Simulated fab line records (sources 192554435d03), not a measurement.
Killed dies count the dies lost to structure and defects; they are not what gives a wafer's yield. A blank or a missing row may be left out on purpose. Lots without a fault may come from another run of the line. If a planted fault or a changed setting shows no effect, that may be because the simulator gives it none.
fab line records / flow n5Finfet
record: lots: 6 wafers: 14 lastDay: 17
route steps=1938 shown BEOL_M9@1438 PASSIVATION@1936
lots with no fault: from the same line, run without faults
startH: start of the lot's first displayed wafer, in hours after the record's first day / waitH: hours elapsed since this lot's preceding step / " same as the row above / L1.1+2: one row covering several wafers at once / - no value present, or no start provided / * or withheld: withheld / < > ~ a bound
route shown NAME@n: names a module that has steps shown in the file, with the first one's number in the route / usual: mean and standard deviation over wafers with no fault / same: alike in all rows / chamber/n: place in a boat / sites: the reading at each site / _std_site: standard deviation across them / _edge_site: outer sites' mean less inner sites' / radiusMm: how far each site lies from the wafer's centre / mask NAME#n: copy n / behind: the last tool/chamber to shape the wafer / hold: cause of the lot's hold/its duration in hours/its outcome / device: the n, p or np transistor that did not switch / end of line: the route-end tests of the same wafers / where a step has no rows: the recipe by itself / killed: count of dies lost to structure and defects at first sort (not the wafer's yield) / map: per-die view of a wafer (x killed, . not killed, _ where there is no die)
set.NAME: the setting as run; set.NAME@STEP: as run at that earlier step / model.NAME: the simulator's own value behind a step, which no gauge read
certain route steps with their lots: each step a table, each wafer a row
services: the hour from which a tool's chamber was out of use, counted from the record's first day as startH (under 0 if before that day), plus the number of hours and why
== steps ==
step: N5_BEOL_M9_ETCH_76
recipe: chemistry: N2/H2 target: underlayer targetDepthA: 65 maskMaterial: CAR-EUV timeS: 5.2 ionEnergyEv: 200 pressureMtorr: 30 sourceW: 840 biasW: 150 n2FlowSccm: 200 h2FlowSccm: 200 ends: cleared
step: N5_BEOL_M9_ETCH_65
recipe: chemistry: CF4 target: SiARC targetDepthA: 156 maskMaterial: CAR-EUV timeS: 26 ionEnergyEv: 80 pressureMtorr: 40 sourceW: 545 biasW: 36 Ar_flow_sccm: 100 cf4FlowSccm: 100 ends: cleared
usual: drypumpMotorCurrentA: 5.6/0.48 etchRfOnTimeS: 26.2/0.49 oesProductAu: 0.64/0.047 rfVppV: 184.3/1.3 showerheadPlenumPTorr: 2.16/0.085 throttleValvePct: 15.75/0.19
lot.wafer=L925.2 tool=rieDiel-03 chamber=2 startH=221.21 waitH=0.0 drypumpMotorCurrentA=6.4 etchRfOnTimeS=26.6 oesProductAu=0.62 rfHoursCounterH=167 rfVppV=185.5 showerheadPlenumPTorr=2.22 throttleValvePct=15.50
lot.wafer=L925.5 tool=rieDiel-03 chamber=3 startH=221.21 waitH=0.0 drypumpMotorCurrentA=5.9 etchRfOnTimeS=26.5 oesProductAu=0.64 rfHoursCounterH=- rfVppV=185.1 showerheadPlenumPTorr=2.23 throttleValvePct=15.65
lot.wafer=L925.6 tool=rieDiel-03 chamber=1 startH=221.21 waitH=0.0 drypumpMotorCurrentA=5.2 etchRfOnTimeS=26.3 oesProductAu=0.62 rfHoursCounterH=- rfVppV=182.4 showerheadPlenumPTorr=2.14 throttleValvePct=15.86
lot.wafer=L932.5 tool=rieDiel-03 chamber=0 startH=256.10 waitH=0.0 drypumpMotorCurrentA=5.3 etchRfOnTimeS=26.1 oesProductAu=0.63 rfHoursCounterH=- rfVppV=185.4 showerheadPlenumPTorr=2.14 throttleValvePct=16.00
lot.wafer=L934.4 tool=rieDiel-03 chamber=2 startH=273.74 waitH=0.0 drypumpMotorCurrentA=6.4 etchRfOnTimeS=26.2 oesProductAu=0.62 rfHoursCounterH=183 rfVppV=184.8 showerheadPlenumPTorr=2.21 throttleValvePct=15.53
lot.wafer=L944.2 tool=rieDiel-01 chamber=1 startH=332.91 waitH=0.0 drypumpMotorCurrentA=5.8 etchRfOnTimeS=26.5 oesProductAu=0.68 rfHoursCounterH=83 rfVppV=185.9 showerheadPlenumPTorr=2.24 throttleValvePct=15.79
lot.wafer=L944.3 tool=rieDiel-01 chamber=0 startH=332.91 waitH=0.0 drypumpMotorCurrentA=6.1 etchRfOnTimeS=26.8 oesProductAu=0.58 rfHoursCounterH=233 rfVppV=183.2 showerheadPlenumPTorr=2.20 throttleValvePct=15.87
lot.wafer=L944.5 tool=rieDiel-01 chamber=2 startH=332.91 waitH=0.0 drypumpMotorCurrentA=4.8 etchRfOnTimeS=25.6 oesProductAu=0.73 rfHoursCounterH=- rfVppV=183.8 showerheadPlenumPTorr=2.24 throttleValvePct=15.51
lot.wafer=L946.2 tool=rieDiel-03 chamber=0 startH=356.56 waitH=0.0 drypumpMotorCurrentA=5.3 etchRfOnTimeS=25.7 oesProductAu=0.61 rfHoursCounterH=234 rfVppV=183.1 showerheadPlenumPTorr=2.12 throttleValvePct=16.09
lot.wafer=L946.4 tool=rieDiel-03 chamber=1 startH=356.56 waitH=0.0 drypumpMotorCurrentA=5.2 etchRfOnTimeS=26.1 oesProductAu=0.59 rfHoursCounterH=204 rfVppV=184.8 showerheadPlenumPTorr=2.13 throttleValvePct=15.96
lot.wafer=L946.6 tool=rieDiel-03 chamber=3 startH=356.56 waitH=0.0 drypumpMotorCurrentA=5.8 etchRfOnTimeS=26.5 oesProductAu=0.62 rfHoursCounterH=- rfVppV=184.9 showerheadPlenumPTorr=2.22 throttleValvePct=15.74
lot.wafer=L947.1 tool=rieDiel-01 chamber=1 startH=357.79 waitH=0.0 drypumpMotorCurrentA=5.8 etchRfOnTimeS=26.2 oesProductAu=0.67 rfHoursCounterH=87 rfVppV=185.2 showerheadPlenumPTorr=2.24 throttleValvePct=15.79
lot.wafer=L947.2 tool=rieDiel-01 chamber=3 startH=357.79 waitH=0.0 drypumpMotorCurrentA=5.2 etchRfOnTimeS=25.0 oesProductAu=0.63 rfHoursCounterH=203 rfVppV=184.0 showerheadPlenumPTorr=2.12 throttleValvePct=15.92
lot.wafer=L947.5 tool=rieDiel-01 chamber=0 startH=357.79 waitH=0.0 drypumpMotorCurrentA=6.2 etchRfOnTimeS=26.2 oesProductAu=0.58 rfHoursCounterH=- rfVppV=184.2 showerheadPlenumPTorr=2.20 throttleValvePct=15.86
step: N5_BEOL_M9_ETCH_66
recipe: chemistry: N2/H2 target: SOC targetDepthA: 800 overetchA: 160 maskMaterial: SiARC tempC: 40 timeS: 120 ionEnergyEv: 200 pressureMtorr: 30 sourceW: 840 biasW: 150 n2FlowSccm: 200 h2FlowSccm: 200
usual: drypumpMotorCurrentA: 5.6/0.48 h2FlowSccm: 199.9/0.63 oesProductAu: 0.57/0.039 rfVppV: 524/3.1 showerheadPlenumPTorr: 2.56/0.11 throttleValvePct: 17.95/0.22
lot.wafer=L925.2 tool=rieDiel-03 chamber=2 startH=221.24 waitH=0.0 drypumpMotorCurrentA=6.5 h2FlowSccm=200.3 oesProductAu=0.56 rfHoursCounterH=167 rfVppV=527 showerheadPlenumPTorr=2.65 throttleValvePct=17.73
lot.wafer=L925.5 tool=rieDiel-03 chamber=3 startH=221.24 waitH=0.0 drypumpMotorCurrentA=5.8 h2FlowSccm=199.3 oesProductAu=0.58 rfHoursCounterH=- rfVppV=529 showerheadPlenumPTorr=2.67 throttleValvePct=17.92
lot.wafer=L925.6 tool=rieDiel-03 chamber=1 startH=221.24 waitH=0.0 drypumpMotorCurrentA=5.2 h2FlowSccm=199.9 oesProductAu=0.55 rfHoursCounterH=- rfVppV=525 showerheadPlenumPTorr=2.53 throttleValvePct=18.08
lot.wafer=L932.5 tool=rieDiel-03 chamber=0 startH=256.15 waitH=0.0 drypumpMotorCurrentA=5.3 h2FlowSccm=200.2 oesProductAu=0.56 rfHoursCounterH=- rfVppV=523 showerheadPlenumPTorr=2.51 throttleValvePct=18.02
lot.wafer=L934.4 tool=rieDiel-03 chamber=2 startH=273.76 waitH=0.0 drypumpMotorCurrentA=6.4 h2FlowSccm=200.1 oesProductAu=0.56 rfHoursCounterH=183 rfVppV=526 showerheadPlenumPTorr=2.64 throttleValvePct=17.76
lot.wafer=L944.2 tool=rieDiel-01 chamber=1 startH=332.94 waitH=0.0 drypumpMotorCurrentA=5.8 h2FlowSccm=200.2 oesProductAu=0.61 rfHoursCounterH=83 rfVppV=527 showerheadPlenumPTorr=2.69 throttleValvePct=18.17
lot.wafer=L944.3 tool=rieDiel-01 chamber=0 startH=332.94 waitH=0.0 drypumpMotorCurrentA=6.2 h2FlowSccm=199.4 oesProductAu=0.53 rfHoursCounterH=233 rfVppV=526 showerheadPlenumPTorr=2.62 throttleValvePct=18.10
lot.wafer=L944.5 tool=rieDiel-01 chamber=2 startH=332.94 waitH=0.0 drypumpMotorCurrentA=4.8 h2FlowSccm=200.1 oesProductAu=0.66 rfHoursCounterH=- rfVppV=528 showerheadPlenumPTorr=2.69 throttleValvePct=17.79
lot.wafer=L946.2 tool=rieDiel-03 chamber=0 startH=356.59 waitH=0.0 drypumpMotorCurrentA=5.3 h2FlowSccm=200.0 oesProductAu=0.54 rfHoursCounterH=234 rfVppV=522 showerheadPlenumPTorr=2.50 throttleValvePct=18.09
lot.wafer=L946.4 tool=rieDiel-03 chamber=1 startH=356.59 waitH=0.0 drypumpMotorCurrentA=5.3 h2FlowSccm=199.7 oesProductAu=0.54 rfHoursCounterH=204 rfVppV=525 showerheadPlenumPTorr=2.51 throttleValvePct=18.16
lot.wafer=L946.6 tool=rieDiel-03 chamber=3 startH=356.59 waitH=0.0 drypumpMotorCurrentA=5.9 h2FlowSccm=200.3 oesProductAu=0.57 rfHoursCounterH=- rfVppV=526 showerheadPlenumPTorr=2.65 throttleValvePct=18.01
lot.wafer=L947.1 tool=rieDiel-01 chamber=1 startH=357.82 waitH=0.0 drypumpMotorCurrentA=5.8 h2FlowSccm=199.7 oesProductAu=0.62 rfHoursCounterH=87 rfVppV=528 showerheadPlenumPTorr=2.69 throttleValvePct=18.17
lot.wafer=L947.2 tool=rieDiel-01 chamber=3 startH=357.82 waitH=0.0 drypumpMotorCurrentA=5.2 h2FlowSccm=200.9 oesProductAu=0.55 rfHoursCounterH=203 rfVppV=524 showerheadPlenumPTorr=2.52 throttleValvePct=18.09
lot.wafer=L947.5 tool=rieDiel-01 chamber=0 startH=357.82 waitH=0.0 drypumpMotorCurrentA=6.2 h2FlowSccm=199.9 oesProductAu=0.52 rfHoursCounterH=- rfVppV=525 showerheadPlenumPTorr=2.62 throttleValvePct=18.10
step: N5_BEOL_M9_STRIP_69
recipe: chemistry: N2/H2 tempC: 40 n2FlowSccm: 200 h2FlowSccm: 200 rfFrequencyHz: 6e+07
step: N5_BEOL_M9_STRIP_77
recipe: chemistry: N2/H2 tempC: 40 n2FlowSccm: 200 h2FlowSccm: 200 rfFrequencyHz: 6e+07
step: N5_BEOL_M9_VIA_ETCH_34
recipe: chemistry: C4F6/O2 target: SiCOH_lowk targetDepthA: 1824 maskMaterial: SOC taperDeg: 4 timeS: 68.4 ionEnergyEv: 250 pressureMtorr: 30 sourceW: 345 biasW: 185 Ar_flow_sccm: 300 C4F6_flow_sccm: 10 O2_flow_sccm: 10
usual: drypumpMotorCurrentA: 5.6/0.48 oesProductAu: 0.74/0.056 rfVppV: 663/13 showerheadPlenumPTorr: 2.87/0.11 throttleValvePct: 21.06/0.2
lot.wafer=L925.2 tool=rieDiel-03 chamber=2 startH=221.34 waitH=0.0 drypumpMotorCurrentA=6.5 oesProductAu=0.73 rfHoursCounterH=167 rfVppV=685 showerheadPlenumPTorr=2.95 throttleValvePct=20.74
lot.wafer=L925.5 tool=rieDiel-03 chamber=3 startH=221.34 waitH=0.0 drypumpMotorCurrentA=5.8 oesProductAu=0.76 rfHoursCounterH=- rfVppV=683 showerheadPlenumPTorr=2.97 throttleValvePct=20.97
lot.wafer=L925.6 tool=rieDiel-03 chamber=1 startH=221.34 waitH=0.0 drypumpMotorCurrentA=5.2 oesProductAu=0.72 rfHoursCounterH=- rfVppV=642 showerheadPlenumPTorr=2.85 throttleValvePct=21.24
lot.wafer=L932.5 tool=rieDiel-03 chamber=0 startH=256.24 waitH=0.0 drypumpMotorCurrentA=5.3 oesProductAu=0.72 rfHoursCounterH=- rfVppV=643 showerheadPlenumPTorr=2.83 throttleValvePct=21.24
lot.wafer=L934.4 tool=rieDiel-03 chamber=2 startH=273.86 waitH=0.0 drypumpMotorCurrentA=6.4 oesProductAu=0.72 rfHoursCounterH=183 rfVppV=684 showerheadPlenumPTorr=2.94 throttleValvePct=20.74
lot.wafer=L944.2 tool=rieDiel-01 chamber=1 startH=333.04 waitH=0.0 drypumpMotorCurrentA=5.8 oesProductAu=0.81 rfHoursCounterH=83 rfVppV=670 showerheadPlenumPTorr=2.97 throttleValvePct=21.02
lot.wafer=L944.3 tool=rieDiel-01 chamber=0 startH=333.04 waitH=0.0 drypumpMotorCurrentA=6.2 oesProductAu=0.68 rfHoursCounterH=233 rfVppV=661 showerheadPlenumPTorr=2.92 throttleValvePct=21.02
lot.wafer=L944.5 tool=rieDiel-01 chamber=2 startH=333.04 waitH=0.0 drypumpMotorCurrentA=4.8 oesProductAu=0.86 rfHoursCounterH=- rfVppV=656 showerheadPlenumPTorr=3.00 throttleValvePct=20.91
lot.wafer=L946.2 tool=rieDiel-03 chamber=0 startH=356.69 waitH=0.0 drypumpMotorCurrentA=5.3 oesProductAu=0.70 rfHoursCounterH=234 rfVppV=645 showerheadPlenumPTorr=2.82 throttleValvePct=21.28
lot.wafer=L946.4 tool=rieDiel-03 chamber=1 startH=356.69 waitH=0.0 drypumpMotorCurrentA=5.2 oesProductAu=0.70 rfHoursCounterH=204 rfVppV=643 showerheadPlenumPTorr=2.83 throttleValvePct=21.29
lot.wafer=L946.6 tool=rieDiel-03 chamber=3 startH=356.69 waitH=0.0 drypumpMotorCurrentA=5.8 oesProductAu=0.72 rfHoursCounterH=- rfVppV=683 showerheadPlenumPTorr=2.95 throttleValvePct=21.03
lot.wafer=L947.1 tool=rieDiel-01 chamber=1 startH=357.92 waitH=0.0 drypumpMotorCurrentA=5.8 oesProductAu=0.79 rfHoursCounterH=87 rfVppV=671 showerheadPlenumPTorr=2.96 throttleValvePct=21.04
lot.wafer=L947.2 tool=rieDiel-01 chamber=3 startH=357.92 waitH=0.0 drypumpMotorCurrentA=5.2 oesProductAu=0.72 rfHoursCounterH=203 rfVppV=655 showerheadPlenumPTorr=2.84 throttleValvePct=21.30
lot.wafer=L947.5 tool=rieDiel-01 chamber=0 startH=357.92 waitH=0.0 drypumpMotorCurrentA=6.2 oesProductAu=0.67 rfHoursCounterH=- rfVppV=662 showerheadPlenumPTorr=2.91 throttleValvePct=21.03
step: N5_BEOL_M9_STRIP_73
recipe: chemistry: C4F6/O2 resist: SiARC rfFrequencyHz: 6e+07
step: N5_BEOL_M9_STRIP_36
recipe: chemistry: N2/H2 powerW: 450 tempC: 40 pressureMtorr: 20 rfFrequencyHz: 6e+07 overashFraction: 0.3 biasPowerW: 7 h2Frac: 0.5 n2FlowSccm: 200 h2FlowSccm: 200
usual: drypumpMotorCurrentA: 5.6/0.48 h2FlowSccm: 199.9/0.62 oesProductAu: 0.75/0.056 rfVppV: 59.3/1.5 showerheadPlenumPTorr: 2.56/0.11 throttleValvePct: 23.77/0.28
lot.wafer=L925.2 tool=rieDiel-03 chamber=2 startH=221.40 waitH=0.0 drypumpMotorCurrentA=6.4 h2FlowSccm=200.4 oesProductAu=0.74 rfHoursCounterH=167 rfVppV=61.0 showerheadPlenumPTorr=2.65 throttleValvePct=23.60
lot.wafer=L925.5 tool=rieDiel-03 chamber=3 startH=221.40 waitH=0.0 drypumpMotorCurrentA=5.9 h2FlowSccm=199.1 oesProductAu=0.76 rfHoursCounterH=- rfVppV=57.7 showerheadPlenumPTorr=2.66 throttleValvePct=23.76
lot.wafer=L925.6 tool=rieDiel-03 chamber=1 startH=221.40 waitH=0.0 drypumpMotorCurrentA=5.2 h2FlowSccm=200.0 oesProductAu=0.73 rfHoursCounterH=- rfVppV=59.4 showerheadPlenumPTorr=2.52 throttleValvePct=24.00
lot.wafer=L932.5 tool=rieDiel-03 chamber=0 startH=256.30 waitH=0.0 drypumpMotorCurrentA=5.3 h2FlowSccm=199.8 oesProductAu=0.72 rfHoursCounterH=- rfVppV=61.4 showerheadPlenumPTorr=2.51 throttleValvePct=23.64
lot.wafer=L934.4 tool=rieDiel-03 chamber=2 startH=273.93 waitH=0.0 drypumpMotorCurrentA=6.5 h2FlowSccm=199.4 oesProductAu=0.73 rfHoursCounterH=183 rfVppV=58.1 showerheadPlenumPTorr=2.64 throttleValvePct=23.59
lot.wafer=L944.2 tool=rieDiel-01 chamber=1 startH=333.11 waitH=0.0 drypumpMotorCurrentA=5.8 h2FlowSccm=200.5 oesProductAu=0.82 rfHoursCounterH=83 rfVppV=59.4 showerheadPlenumPTorr=2.69 throttleValvePct=24.12
lot.wafer=L944.3 tool=rieDiel-01 chamber=0 startH=333.11 waitH=0.0 drypumpMotorCurrentA=6.2 h2FlowSccm=200.2 oesProductAu=0.68 rfHoursCounterH=233 rfVppV=58.0 showerheadPlenumPTorr=2.62 throttleValvePct=23.93
lot.wafer=L944.5 tool=rieDiel-01 chamber=2 startH=333.11 waitH=0.0 drypumpMotorCurrentA=4.8 h2FlowSccm=200.2 oesProductAu=0.86 rfHoursCounterH=- rfVppV=60.3 showerheadPlenumPTorr=2.68 throttleValvePct=23.69
lot.wafer=L946.2 tool=rieDiel-03 chamber=0 startH=356.76 waitH=0.0 drypumpMotorCurrentA=5.3 h2FlowSccm=200.5 oesProductAu=0.70 rfHoursCounterH=234 rfVppV=61.4 showerheadPlenumPTorr=2.49 throttleValvePct=23.69
lot.wafer=L946.4 tool=rieDiel-03 chamber=1 startH=356.76 waitH=0.0 drypumpMotorCurrentA=5.2 h2FlowSccm=199.0 oesProductAu=0.70 rfHoursCounterH=204 rfVppV=59.3 showerheadPlenumPTorr=2.51 throttleValvePct=24.07
lot.wafer=L946.6 tool=rieDiel-03 chamber=3 startH=356.76 waitH=0.0 drypumpMotorCurrentA=5.9 h2FlowSccm=199.3 oesProductAu=0.73 rfHoursCounterH=- rfVppV=60.0 showerheadPlenumPTorr=2.65 throttleValvePct=23.83
lot.wafer=L947.1 tool=rieDiel-01 chamber=1 startH=357.98 waitH=0.0 drypumpMotorCurrentA=5.8 h2FlowSccm=200.3 oesProductAu=0.80 rfHoursCounterH=87 rfVppV=58.2 showerheadPlenumPTorr=2.69 throttleValvePct=24.15
lot.wafer=L947.2 tool=rieDiel-01 chamber=3 startH=357.98 waitH=0.0 drypumpMotorCurrentA=5.2 h2FlowSccm=200.0 oesProductAu=0.73 rfHoursCounterH=203 rfVppV=59.8 showerheadPlenumPTorr=2.51 throttleValvePct=23.89
lot.wafer=L947.5 tool=rieDiel-01 chamber=0 startH=357.98 waitH=0.0 drypumpMotorCurrentA=6.2 h2FlowSccm=201.0 oesProductAu=0.68 rfHoursCounterH=- rfVppV=60.5 showerheadPlenumPTorr=2.62 throttleValvePct=23.93
step: N5_BEOL_M9_TRENCH_ETCH_37
recipe: chemistry: C4F6/O2 targetDepthA: 1514.3 target: SiCOH_lowk timeS: 49 ionEnergyEv: 250 pressureMtorr: 30 sourceW: 345 biasW: 185 Ar_flow_sccm: 300 C4F6_flow_sccm: 10 O2_flow_sccm: 10
usual: drypumpMotorCurrentA: 5.6/0.48 oesProductAu: 0.74/0.056 rfVppV: 663/13 showerheadPlenumPTorr: 2.87/0.11 throttleValvePct: 21.09/0.2
lot.wafer=L925.2 tool=rieDiel-03 chamber=2 startH=- waitH=- drypumpMotorCurrentA=6.5 oesProductAu=0.73 rfHoursCounterH=167 rfVppV=683 showerheadPlenumPTorr=2.95 throttleValvePct=20.76
lot.wafer=L925.5 tool=rieDiel-03 chamber=3 startH=- waitH=- drypumpMotorCurrentA=5.8 oesProductAu=0.76 rfHoursCounterH=- rfVppV=683 showerheadPlenumPTorr=2.97 throttleValvePct=21.00
lot.wafer=L925.6 tool=rieDiel-03 chamber=1 startH=- waitH=- drypumpMotorCurrentA=5.2 oesProductAu=0.71 rfHoursCounterH=- rfVppV=642 showerheadPlenumPTorr=2.85 throttleValvePct=21.26
lot.wafer=L932.5 tool=rieDiel-03 chamber=0 startH=- waitH=- drypumpMotorCurrentA=5.3 oesProductAu=0.71 rfHoursCounterH=- rfVppV=645 showerheadPlenumPTorr=2.83 throttleValvePct=21.26
lot.wafer=L934.4 tool=rieDiel-03 chamber=2 startH=- waitH=- drypumpMotorCurrentA=6.5 oesProductAu=0.73 rfHoursCounterH=183 rfVppV=684 showerheadPlenumPTorr=2.94 throttleValvePct=20.79
lot.wafer=L944.2 tool=rieDiel-01 chamber=1 startH=- waitH=- drypumpMotorCurrentA=5.8 oesProductAu=0.81 rfHoursCounterH=83 rfVppV=671 showerheadPlenumPTorr=2.97 throttleValvePct=21.05
lot.wafer=L944.3 tool=rieDiel-01 chamber=0 startH=- waitH=- drypumpMotorCurrentA=6.2 oesProductAu=0.68 rfHoursCounterH=233 rfVppV=663 showerheadPlenumPTorr=2.91 throttleValvePct=21.05
lot.wafer=L944.5 tool=rieDiel-01 chamber=2 startH=- waitH=- drypumpMotorCurrentA=4.8 oesProductAu=0.86 rfHoursCounterH=- rfVppV=656 showerheadPlenumPTorr=3.00 throttleValvePct=20.94
lot.wafer=L946.2 tool=rieDiel-03 chamber=0 startH=- waitH=- drypumpMotorCurrentA=5.3 oesProductAu=0.69 rfHoursCounterH=234 rfVppV=645 showerheadPlenumPTorr=2.82 throttleValvePct=21.32
lot.wafer=L946.4 tool=rieDiel-03 chamber=1 startH=- waitH=- drypumpMotorCurrentA=5.2 oesProductAu=0.69 rfHoursCounterH=204 rfVppV=642 showerheadPlenumPTorr=2.83 throttleValvePct=21.33
lot.wafer=L946.6 tool=rieDiel-03 chamber=3 startH=- waitH=- drypumpMotorCurrentA=5.9 oesProductAu=0.72 rfHoursCounterH=- rfVppV=683 showerheadPlenumPTorr=2.95 throttleValvePct=21.05
lot.wafer=L947.1 tool=rieDiel-01 chamber=1 startH=- waitH=- drypumpMotorCurrentA=5.8 oesProductAu=0.80 rfHoursCounterH=87 rfVppV=669 showerheadPlenumPTorr=2.96 throttleValvePct=21.06
lot.wafer=L947.2 tool=rieDiel-01 chamber=3 startH=- waitH=- drypumpMotorCurrentA=5.2 oesProductAu=0.73 rfHoursCounterH=203 rfVppV=654 showerheadPlenumPTorr=2.84 throttleValvePct=21.33
lot.wafer=L947.5 tool=rieDiel-01 chamber=0 startH=- waitH=- drypumpMotorCurrentA=6.2 oesProductAu=0.67 rfHoursCounterH=- rfVppV=662 showerheadPlenumPTorr=2.91 throttleValvePct=21.05
step: N5_BEOL_M9_ETCH_41
recipe: chemistry: CH3F/O2 target: SiCN targetDepthA: 366 taperDeg: 2 timeS: 70.1 ionEnergyEv: 120 maskMaterial: TiN pressureMtorr: 30 sourceW: 395 biasW: 75 Ar_flow_sccm: 150 CH3F_flow_sccm: 30 O2_flow_sccm: 20
step: N5_BEOL_M9_STRIP_80
recipe: chemistry: N2/H2 timeS: 10 powerW: 450 tempC: 40 pressureMtorr: 20 rfFrequencyHz: 6e+07 biasPowerW: 7 n2FlowSccm: 200 h2FlowSccm: 200
step: N5_BEOL_M9_OCD_MEAS_38
usual: trenchDepthNm: 150.1/2.5
lot.wafer=L925.2 tool=ocd-01 chamber=- startH=221.62 waitH=- trenchDepthNm=149.9
lot.wafer=L925.5 tool=ocd-01 chamber=- startH=221.62 waitH=- trenchDepthNm=149.4
lot.wafer=L925.6 tool=ocd-01 chamber=- startH=221.62 waitH=- trenchDepthNm=147.0
lot.wafer=L932.5 tool=ocd-02 chamber=- startH=256.51 waitH=- trenchDepthNm=149.8
lot.wafer=L934.4 tool=ocd-02 chamber=- startH=274.15 waitH=- trenchDepthNm=151.0
lot.wafer=L944.2 tool=ocd-02 chamber=- startH=333.33 waitH=- trenchDepthNm=150.8
lot.wafer=L944.3 tool=ocd-02 chamber=- startH=333.33 waitH=- trenchDepthNm=148.0
lot.wafer=L944.5 tool=ocd-02 chamber=- startH=333.33 waitH=- trenchDepthNm=156.8
lot.wafer=L946.2 tool=ocd-02 chamber=- startH=356.97 waitH=- trenchDepthNm=149.6
lot.wafer=L946.4 tool=ocd-02 chamber=- startH=356.97 waitH=- trenchDepthNm=149.1
lot.wafer=L946.6 tool=ocd-02 chamber=- startH=356.97 waitH=- trenchDepthNm=146.6
lot.wafer=L947.1 tool=ocd-01 chamber=- startH=358.21 waitH=- trenchDepthNm=149.4
lot.wafer=L947.2 tool=ocd-01 chamber=- startH=358.21 waitH=- trenchDepthNm=153.0
lot.wafer=L947.5 tool=ocd-01 chamber=- startH=358.21 waitH=- trenchDepthNm=146.5
step: N5_BEOL_M9_HM_STRIP_39
recipe: chemistry: peroxideTinStrip material: TiN targetDepthA: 250 tempC: 50 timeS: 158
usual: runLengthS: 166/3.5
lot.wafer=L925.2 tool=wetBench-05 chamber=2 startH=221.65 waitH=0.0 runLengthS=163
lot.wafer=L925.5 tool=wetBench-05 chamber=6 startH=221.65 waitH=0.0 runLengthS=167
lot.wafer=L925.6 tool=wetBench-05 chamber=3 startH=221.65 waitH=0.0 runLengthS=164
lot.wafer=L932.5 tool=wetBench-05 chamber=6 startH=256.53 waitH=0.0 runLengthS=181
lot.wafer=L934.4 tool=wetBench-05 chamber=6 startH=274.17 waitH=0.0 runLengthS=180
lot.wafer=L944.2 tool=wetBench-05 chamber=4 startH=333.36 waitH=0.0 runLengthS=164
lot.wafer=L944.3 tool=wetBench-05 chamber=6 startH=333.36 waitH=0.0 runLengthS=167
lot.wafer=L944.5 tool=wetBench-05 chamber=7 startH=333.36 waitH=0.0 runLengthS=164
lot.wafer=L946.2 tool=wetBench-03 chamber=2 startH=357.00 waitH=0.0 runLengthS=170
lot.wafer=L946.4 tool=wetBench-03 chamber=7 startH=357.00 waitH=0.0 runLengthS=170
lot.wafer=L946.6 tool=wetBench-03 chamber=6 startH=357.00 waitH=0.0 runLengthS=171
lot.wafer=L947.1 tool=wetBench-05 chamber=7 startH=358.24 waitH=0.0 runLengthS=171
lot.wafer=L947.2 tool=wetBench-05 chamber=1 startH=358.24 waitH=0.0 runLengthS=170
lot.wafer=L947.5 tool=wetBench-05 chamber=3 startH=358.24 waitH=0.0 runLengthS=171
step: N5_BEOL_M9_SRD_40
recipe: timeS: 30 tempC: 23 rinseLiquid: diw dry: ipaMarangoni
step: N5_PASSIVATION_PROBE_49
usual: defectLimitedYield: 91.6/1.2 killed_at_M0_to_M3: 33/9.4 killed_at_M4_up: 13/5.2 killedAtContacts: 13/5.6 killedAtFrontEnd: 37/9.5 killedAtOther: 4/3.1 killedDies: 99/15 killedOpen: 65/11 killedShort: 32/7.5 sort_bin_5_function: 4.9/0.77 sort_bin_6_memory: 3.1/0.65 sortNPass: 1081/15 sortYieldPct: 91.6/1.2
same: grossDies: 1180 killedAtBackSide: 0 sort_bin_4_leakage[%]: 0 sort_bin_8_speed[%]: 0
lot.wafer=L925.2 tool=prober-02 chamber=- startH=283.23 waitH=0.1 defectLimitedYield[%]=91.2 killed_at_M0_to_M3=35 killed_at_M4_up=25 killedAtContacts=10 killedAtFrontEnd=31 killedAtOther=3 killedDies=104 killedOpen=67 killedShort=36 sort_bin_5_function[%]=5.4 sort_bin_6_memory[%]=3.1 sortNPass=1076 sortYieldPct[%]=91.2
lot.wafer=L925.5 tool=prober-02 chamber=- startH=283.38 waitH=0.2 defectLimitedYield[%]=92.5 killed_at_M0_to_M3=34 killed_at_M4_up=8 killedAtContacts=9 killedAtFrontEnd=36 killedAtOther=2 killedDies=89 killedOpen=65 killedShort=23 sort_bin_5_function[%]=3.7 sort_bin_6_memory[%]=3.5 sortNPass=1091 sortYieldPct[%]=92.5
lot.wafer=L925.6 tool=prober-02 chamber=- startH=283.43 waitH=0.3 defectLimitedYield[%]=90.5 killed_at_M0_to_M3=47 killed_at_M4_up=16 killedAtContacts=16 killedAtFrontEnd=31 killedAtOther=2 killedDies=112 killedOpen=70 killedShort=41 sort_bin_5_function[%]=5.4 sort_bin_6_memory[%]=3.8 sortNPass=1068 sortYieldPct[%]=90.5
killed by level:class
L925.2 BEOL_M4:geometricParticle:open=12 BEOL_M0_SAQP:geometricParticle:short=9 MOL_CONTACT_COAG:geometricParticle:open=8 BEOL_M2:geometricParticle:open=8 STI_FIN_REVEAL:geometricParticle:open=6 BEOL_M0_SAQP:geometricParticle:open=6 GATE_CUT:geometricParticle:short=5 BEOL_M2:geometricParticle:short=5
L925.5 BEOL_M2:geometricParticle:open=9 MOL_CONTACT_COAG:geometricParticle:open=8 FIN_SAQP:geometricParticle:open=7 BEOL_M0:geometricParticle:open=7 DUMMY_GATE:geometricParticle:open=6 BEOL_M4:geometricParticle:open=6 STI_FIN_REVEAL:geometricParticle:open=5 ILD0:geometricParticle:open=5
L925.6 BEOL_M2:geometricParticle:open=12 MOL_CONTACT_COAG:geometricParticle:open=11 BEOL_M0_SAQP:geometricParticle:short=11 BEOL_M0_SAQP:geometricParticle:open=9 BEOL_M4:geometricParticle:open=8 STI_FIN_REVEAL:geometricParticle:open=7 BEOL_M3:geometricParticle:open=6 GATE_CUT:geometricParticle:short=5
== services ==
tool=rieDiel-03 chamber=0 startH=215.28 hours=6.4 kind=repair
tool=rieDiel-01 chamber=- startH=250.99 hours=1.8 kind=repair
tool=rieDiel-03 chamber=3 startH=322.36 hours=15.4 kind=repair
tool=rieDiel-03 chamber=1 startH=337.77 hours=14.5 kind=repair
tool=rieDiel-01 chamber=- startH=341.60 hours=14.6 kind=pm
== key ==
firstSign: step: N5_BEOL_M9_HM_STRIP_39 reading: runLengthS direction: up sigmas: 4.3 usual: * struck: *
effect none on later readings
metAt N5_BEOL_M9_HM_STRIP_39
struckWafers L932.5,L934.4
onsetBetween 221.65 256.53
fault: kind: processParameterDrift tool: wetBench-05 chamber: - onsetH: 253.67 steps: N5_BEOL_M9_HM_STRIP_39 channel: timeS offset: * shape: step endH: 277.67 actsIn: * stated: *
